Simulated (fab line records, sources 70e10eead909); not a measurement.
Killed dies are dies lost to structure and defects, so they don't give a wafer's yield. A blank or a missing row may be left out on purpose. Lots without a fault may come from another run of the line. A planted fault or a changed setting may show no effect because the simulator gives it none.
A struck lot beside a sound one | flow nand_harc | 43 steps out of a route of 1159
Sound: wafers L328.1, L328.2, L328.3. Struck: wafer L344.2. (L344.4, L344.6 of the same lot were not struck and are left out.) The cause comes at the end.
At each step with rows: each side's tool, then ch and its chambers, then its first start. Under that, the readings that differ: sound wafers | struck wafers | difference of the means | sigmas: that difference in standard deviations of wafers without a fault.
alike: readings whose means differ by less than 2 such deviations, and words and numbers that are the same on both sides. not compared: withheld readings, readings that some wafer has no value for, bounds like >300 that may hide the same value, and numbers for which the record gives no deviation and whose values overlap.
The two part at a step that has a row with sigmas, a row that says differs or no value, or rows on one side only. Numbers that don't overlap but have no deviation are shown without sigmas and don't part them. A reading that every wafer of one side lacks parts them only if that side has two wafers or more.

first, 3 steps without rows for these wafers: NHARC_A_CONTACT_EXPOSE_39 (exposes mask A CC 3); NHARC_A_CONTACT_PEB_40 (peb time 65 s); NHARC_A_CONTACT_DEVELOP_41 (develop time 35 s).
NHARC_A_CONTACT_CD_MEAS_42: target cd 200 nm.
  sound on cd_sem-03 ch 0, day 15 23:17; struck on cd_sem-03 ch 0, day 20 03:56
  alike: cd_nm
NHARC_A_CONTACT_OVL_MEAS_43:
  sound on overlay-02, day 15 23:23; struck on overlay-02, day 20 04:01
  alike: overlay_x_nm, overlay_y_nm
NHARC_A_CONTACT_INSPECT_44:
  sound on defect_inspect-02, day 15 23:25; struck on defect_inspect-02, day 20 04:04
  alike: raw_defect_count
then, 2 steps without rows for these wafers: NHARC_A_CONTACT_DESCUM_47 (chemistry O2, time 3 s); NHARC_A_CONTACT_ETCH_48 (etches the open film in CF4, target depth 39 nm, time 65 s).
NHARC_A_CONTACT_ETCH_49: etches the open film in N2/H2, target depth 260 nm, time 475.3 s.
  sound on rie_diel-03 ch 0,2,3; struck on rie_diel-07 ch 2
  reading                | sound             | struck | difference | sigmas
  oes_product_au (a.u.)  | 0.989 1.006 0.997 | 1.016  | +0.019     | +3
  rf_hours_counter_h (h) | 51 49 54          | 19     | -32        |
  rf_vpp_V (V)           | 431.1 432.3 431.1 | 426.2  | -5.3       | -2
  alike: drypump_motor_current_A, showerhead_plenum_p_Torr, throttle_valve_pct
then, 2 steps without rows for these wafers: NHARC_A_CONTACT_ETCH_50 (etches the open film in CF4/CHF3, target depth 84.7 nm, time 42.4 s); NHARC_A_CONTACT_ETCH_51 (etches the open film in O2/COS, target depth 3600 nm, time 936 s).
NHARC_A_CONTACT_ETCH_111: etches the open film in C4F8/O2/Ar, time 140 s, target depth 700 nm.
  sound on har_cap_etch-03 ch 0,1, day 16 02:28; struck on har_cap_etch-02 ch 1, day 20 05:26
  not compared: rf_hours_counter_h
NHARC_A_CONTACT_ETCH_112: etches the open film in C4F8/O2/Ar, time 94 s, target depth 922 nm.
  sound on har_cap_etch-03 ch 0,1, day 16 02:40; struck on har_cap_etch-02 ch 1, day 20 05:37
  not compared: rf_hours_counter_h
then, 5 steps without rows for these wafers: NHARC_A_CONTACT_ETCH_113 (etches the open film in C4F8/O2/Ar, time 94 s, target depth 922 nm); NHARC_A_CONTACT_ETCH_114 (etches the open film in C4F8/O2/Ar, time 94 s, target depth 922 nm); NHARC_A_CONTACT_ETCH_115 (etches the open film in C4F8/O2/Ar, time 94 s, target depth 922 nm); NHARC_A_CONTACT_ETCH_116 (etches the open film in C4F8/O2/Ar, time 94 s, target depth 922 nm); NHARC_A_CONTACT_ETCH_117 (etches the open film in C4F8/O2/Ar, time 94 s, target depth 922 nm).
NHARC_A_CONTACT_ETCH_118: etches the open film in C4F8/O2/Ar, time 94 s, target depth 922 nm.
  sound on har_cap_etch-03 ch 0,1, day 16 03:13; struck on har_cap_etch-02 ch 1, day 20 06:10
  not compared: rf_hours_counter_h
then, 5 steps without rows for these wafers: NHARC_A_CONTACT_ETCH_119 (etches the open film in C4F8/O2/Ar, time 94 s, target depth 922 nm); NHARC_A_CONTACT_ETCH_120 (etches the open film in C4F8/O2/Ar, time 94 s, target depth 922 nm); NHARC_A_CONTACT_ETCH_121 (etches the open film in C4F8/O2/Ar, time 94 s, target depth 922 nm); NHARC_A_CONTACT_ETCH_122 (etches the open film in C4F8/O2/Ar, time 95 s, target depth 930 nm); NHARC_A_CONTACT_ETCH_123 (etches the open film in C4F8/O2/Ar, time 253 s, target depth 1090 nm).
NHARC_A_CONTACT_ETCH_90: etches the open film in CH3F/O2, target depth 40 nm, time 85.7 s.
  sound on rie_diel-10 ch 0,2,3, day 16 04:17; struck on rie_diel-10 ch 1, day 20 07:14
  reading                | sound | struck | difference | sigmas
  rf_hours_counter_h (h) | 0 0 0 | 23     | +23        |
  alike: drypump_motor_current_A, o2_flow_sccm, oes_product_au, rf_vpp_V, showerhead_plenum_p_Torr, throttle_valve_pct
then, 1 step without rows for these wafers: NHARC_A_CONTACT_ETCH_96 (etches the open film in C4F6/O2, target depth 20 nm, time 10 s).
NHARC_A_CONTACT_CD_MEAS_53:
  sound on cd_sem-02, day 16 04:29; struck on cd_sem-01, day 20 07:26
  alike: cd_nm
then, 7 steps without rows for these wafers: NHARC_A_CONTACT_STRIP_99 (strips in N2/H2); NHARC_A_CONTACT_STRIP_100 (strips in CF4/CHF3); NHARC_A_CONTACT_STRIP_101 (strips in O2/COS); NHARC_A_CONTACT_ETCH_102 (etches the open film in CF4/O2, target depth 70 nm, overetch 7 nm, time 38.5 s); NHARC_A_CONTACT_STRIP_55 (strips in O2); NHARC_A_CONTACT_STRIP_56 (strips in post etch residue remover, time 600 s); NHARC_A_CONTACT_DEP_57 (deposits aC, target thk 2800 nm).
NHARC_A_CONTACT_DEP_58: deposits SiON, target thk 60 nm.
  sound on pecvd-01 ch 0,1,2, day 16 07:13; struck on pecvd-04 ch 2, day 20 11:27
  alike: chamber_pressure_Torr, heater_power_w
then, 7 steps without rows for these wafers: NHARC_A_CONTACT_DEHYDRATE_59 (time 120 s); NHARC_A_CONTACT_HMDS_60 (time 30 s); NHARC_A_CONTACT_COAT_61 (time 75 s); NHARC_A_CONTACT_COAT_62 (time 65 s); NHARC_A_CONTACT_COAT_63 (resist thk 90 nm); NHARC_A_CONTACT_SOFTBAKE_64 (time 55 s); NHARC_A_CONTACT_EBR_65.
-- the record jumps here: 3 days lie between the struck wafers' starts before and after (it left off in module A_CONTACT and takes up again in module END, whose first step shown is number 1159 of the route) --
NHARC_END_SORT_01:
  sound on prober-01 ch 0, day 19 01:03; struck on prober-02 ch 0, day 23 09:05
  reading         | sound    | struck | difference | sigmas
  killed_at_array | 40 49 49 | 115    | +69        | +6
  killed_dies     | 40 51 52 | 119    | +71        | +6
  alike: killed_at_other, killed_at_periphery, killed_open, killed_short

WHERE THEY PART
First at NHARC_A_CONTACT_ETCH_49; last, within this record, at NHARC_END_SORT_01.

WHY: what the simulator had put in
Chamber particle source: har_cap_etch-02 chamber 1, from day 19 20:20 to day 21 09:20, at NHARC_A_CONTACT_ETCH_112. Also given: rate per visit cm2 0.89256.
